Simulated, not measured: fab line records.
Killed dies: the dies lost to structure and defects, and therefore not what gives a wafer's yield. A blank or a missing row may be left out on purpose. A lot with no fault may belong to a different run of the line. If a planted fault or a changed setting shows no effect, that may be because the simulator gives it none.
Problem report in the 8D (eight disciplines) form, filled by code | flow nand-harc | the parts of the form that need people (team, actions taken, sign-off) are left out

1. THE PROBLEM
Wafers with no fault read 58 with a standard deviation of 17, whereas killed-at-array at NHARC_END_SORT_01 reads a mean of 131 on 1 wafer of 1 lot. That puts it +4.3 standard deviations away from the usual mean.
Seen first at day 32 09:01 on prober-02, wafer L806.6. Wafers with a number at this step in the record: 15, from 5 lots. Rule for "out" (also "out of limits"): further than 4 standard deviations from the usual mean. The other wafers with a number count as sound.

2. WHAT IT IS AND WHAT IT IS NOT
question                    | is                                                 | is not
which readings at this step | killed-at-array, defect-limited-yield, killed-dies | killed-at-other, killed-at-periphery, killed-open, killed-short
which lots                  | L806                                               | L791, L798, L805, L811
which wafers of those lots  | L806.6                                             | L806.4, L806.5
read on which gauges        | prober-02                                          | prober-01
when                        | from day 32 09:01                                  | up to then (11 sound wafers); but 3 sound wafers of L811 came after

3. WHAT RULES OUT EACH SUSPECT
Counting: a tool at a process step up to the reading stays a suspect if it ran every lot that is out. Sound lots after the first of them don't rule it out here, since some wafers of a struck lot are sound.
- the gauge at NHARC_END_SORT_01: kept. All the wafers that are out were read on prober-02, and no step on other tools shows them out.
- rie-diel-03 at NHARC_A_M0_ETCH_15 (etches the open film in C4F8/Ar, target depth 150 nm, overetch 15 nm, time 82.5 s): kept. The lot that is out, L806, ran on it at day 30 05:30; the last sound lot it ran before that was L798, at day 26 16:41. Because NHARC_A_M0_ETCH_15 lacks a start for some lots, the hours and order of its lots are taken from NHARC_A_M0_CD_MEAS_16.
- rie-diel-08 at NHARC_A_M0_STRIP_18 (strips in N2/H2): kept. The lot that is out, L806, ran on it at day 30 05:36; the last sound lot it ran before that was L798, at day 26 16:45.
- wet-bench-09 at NHARC_A_M0_STRIP_19 (strips in post etch residue remover, time 600 s): kept. The lot that is out, L806, ran on it at day 30 05:51; the last sound lot it ran before that was L798, at day 26 17:02.
- pvd-sputter-01 at NHARC_A_M0_DEGAS_28 (time 60 s): kept. The lot that is out, L806, ran on it at day 30 06:07; the last sound lot it ran before that was L791, at day 23 05:58.
- pvd-sputter-01 at NHARC_A_M0_PVD_21 (deposits Cu, target thk 30 nm, time 20.49 s): kept. The lot that is out, L806, ran on it at day 30 07:17; the last sound lot it ran before that was L791, at day 23 07:03. Because NHARC_A_M0_PVD_21 lacks a start for some lots, the hours and order of its lots are taken from NHARC_A_M0_CMP_23.
- cmp-04 at NHARC_A_M0_CMP_23 (polishes, t overpolish 20 s, target thk 113.75 nm): kept. It ran the lot that is out, L806 (day 30 07:17).
- cmp-04, NHARC_A_M0_CMP_23: wafers that are out in chamber 0, sound lot-mates in chambers 2, 3.
Left after counting: rie-diel-03 at NHARC_A_M0_ETCH_15, rie-diel-08 at NHARC_A_M0_STRIP_18, wet-bench-09 at NHARC_A_M0_STRIP_19, pvd-sputter-01 at NHARC_A_M0_DEGAS_28, pvd-sputter-01 at NHARC_A_M0_PVD_21, cmp-04 at NHARC_A_M0_CMP_23, prober-02 at NHARC_END_SORT_01.

4. THE CAUSE (what the simulator had put in)
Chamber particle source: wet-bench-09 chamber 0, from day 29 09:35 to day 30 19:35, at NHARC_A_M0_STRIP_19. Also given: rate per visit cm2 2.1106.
After counting, 7 suspects remain, this tool included.

5. THE EFFECT CHAIN, in route order
Each row: a reading where the mean over the struck wafers with a number is more than 3 standard deviations away from the usual. Only readings for which the record gives a usual standard deviation are gone through. hours: the time from each lot's start at the first step in this table that gives one to its start at this step, as a median over the lots. sigmas: the change in usual standard deviations.
hours | step              | reading              | usual  | on struck wafers | change | sigmas
0     | NHARC_END_SORT_01 | defect-limited-yield | 90.8 % | 80.1             | -10.7  | -4.3
0     | NHARC_END_SORT_01 | killed-at-array      | 58     | 131              | +73    | +4.3
0     | NHARC_END_SORT_01 | killed-dies          | 62     | 135              | +73    | +4.3

6. HOW IT WOULD HAVE BEEN CAUGHT EARLIER
The first out-of-limits reading at a measuring or inspecting step in this record came at day 32 09:01, 71 hours after the fault's start at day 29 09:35.
By day 32 09:01, every lot that is out (1) had started NHARC_A_M0_STRIP_19 on wet-bench-09. Holding the tool at that point would not have protected any of them.
